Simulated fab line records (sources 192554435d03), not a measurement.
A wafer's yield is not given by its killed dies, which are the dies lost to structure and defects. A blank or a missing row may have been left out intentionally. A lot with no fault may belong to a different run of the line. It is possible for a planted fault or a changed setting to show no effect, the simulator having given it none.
Lot-split experiment | flow n5-finfet | route with 1938 steps; 7 lots, 21 wafers read

## SPLIT DETAILS
At N5_BEOL_M0_SAQP_COAT_87 (time 60 s, resist thk 5 nm), the setting spin-rpm was moved away from the recipe's 1500 rpm on 7 of the 21 wafers read, by -8.6% to +10.5%. This setting was run at the recipe's value on the other wafers.

## FROM THE SPLIT TO THE READING: what the file shows between them, 7 steps
- N5_BEOL_M0_SAQP_COAT_34: resist thk 30 nm (also split here: spin-rpm)
- N5_BEOL_M0_SAQP_EBR_36
- N5_BEOL_M0_SAQP_SOFTBAKE_35: time 60 s
- N5_BEOL_M0_SAQP_EXPOSE_37: exposes mask M0 CUT1, target cd 30 nm
- N5_BEOL_M0_SAQP_PEB_38: peb time 60 s
- N5_BEOL_M0_SAQP_DEVELOP_39: develop time 30 s
- N5_BEOL_M0_SAQP_DESCUM_45: chemistry O2, time 7 s

## THE READING
etch.depth-nm (the simulator's own value, which no gauge read), in nm, at N5_BEOL_M0_SAQP_ETCH_88 (etches underlayer in N2/H2, target depth 6.5 nm, time 5.2 s). The file does not state a usual value for it. Average 5.003 nm, standard deviation 0.012 nm, over the 14 wafers here run with the recipe.

wafer  | tool, chamber at the split | spin-rpm as run, rpm | against the recipe | etch.depth-nm, nm | against lot-mates on the recipe
L077.1 | litho-track-03, 0          | 1500                 | recipe             | 5.013             | -
L077.2 | litho-track-03, 0          | 1500                 | recipe             | 4.985             | -
L077.6 | litho-track-03, 0          | 1635                 | +9.0%              | 4.787             | -0.212
L081.1 | litho-track-01, 0          | 1500                 | recipe             | 5.003             | -
L081.3 | litho-track-01, 0          | 1500                 | recipe             | 4.994             | -
L081.4 | litho-track-01, 0          | 1657                 | +10.5%             | 4.773             | -0.226
L084.1 | litho-track-01, 0          | 1500                 | recipe             | 5.026             | -
L084.2 | litho-track-01, 0          | 1500                 | recipe             | 5.005             | -
L084.5 | litho-track-01, 0          | 1500                 | recipe             | 5.019             | -
L085.1 | litho-track-03, 0          | 1500                 | recipe             | 5.02              | -
L085.3 | litho-track-03, 0          | 1436                 | -4.3%              | 5.129             | +0.109
L085.4 | litho-track-03, 0          | 1436                 | -4.3%              | 5.118             | +0.098
L088.2 | litho-track-01, 0          | 1371                 | -8.6%              | 5.223             | +0.229
L088.5 | litho-track-01, 0          | 1500                 | recipe             | 4.994             | -
L088.6 | litho-track-01, 0          | 1371                 | -8.6%              | 5.219             | +0.225
L096.1 | litho-track-03, 0          | 1500                 | recipe             | 5.006             | -
L096.3 | litho-track-03, 0          | 1640                 | +9.3%              | 4.801             | -0.204
L096.4 | litho-track-03, 0          | 1500                 | recipe             | 5.004             | -
L097.1 | litho-track-01, 0          | 1500                 | recipe             | 4.985             | -
L097.3 | litho-track-01, 0          | 1500                 | recipe             | 4.998             | -
L097.6 | litho-track-01, 0          | 1500                 | recipe             | 4.993             | -

THE FIT
A straight line over all 21 wafers: etch.depth-nm changes by -0.0239 nm for each +1% of spin-rpm; r = -0.99; the points scatter about the line by 0.014 nm.
The same after taking each lot's own level away (the mean of its wafers on the recipe; 21 wafers): -0.0238 nm for each +1%; r = -1.00; scatter 0.011 nm.
That fit puts the effect of the largest move of spin-rpm on the reading at 0.25 nm.
Measured against the standard deviation above, the lots' own levels, which go from 4.9920 to 5.0200 nm, span 2.3 times it.
Hence the lot-to-lot level has little effect on the slope; both slopes agree.
Check: -0.251 nm against its lot-mates is what the line predicts for one of the wafers moved furthest among these (+10.5%) when that wafer is left out of the fit. It came out at -0.226 nm against them.

## OTHER SPLITS ON THESE WAFERS
Note: prior to the reading, these wafers also went through further splits. Each is held against what the fit with the lots' levels taken away leaves over:
other split on the same wafers       | wafers away from the commonest value | r with etch.depth-nm (lot level and that fit taken away)
N5_MOL_CONTACT_COAG_COAT_02 spin-rpm | 6                                    | +0.11
N5_BEOL_M0_SAQP_PECVD_04 time-s      | 5                                    | -0.31
N5_BEOL_M0_SAQP_COAT_08 spin-rpm     | 5                                    | +0.13
N5_BEOL_M0_SAQP_COAT_34 spin-rpm     | 8                                    | -0.12

## FILE'S OWN FIT
etch.depth-nm changes by -0.0232 nm for each +1% of spin-rpm, r = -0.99.
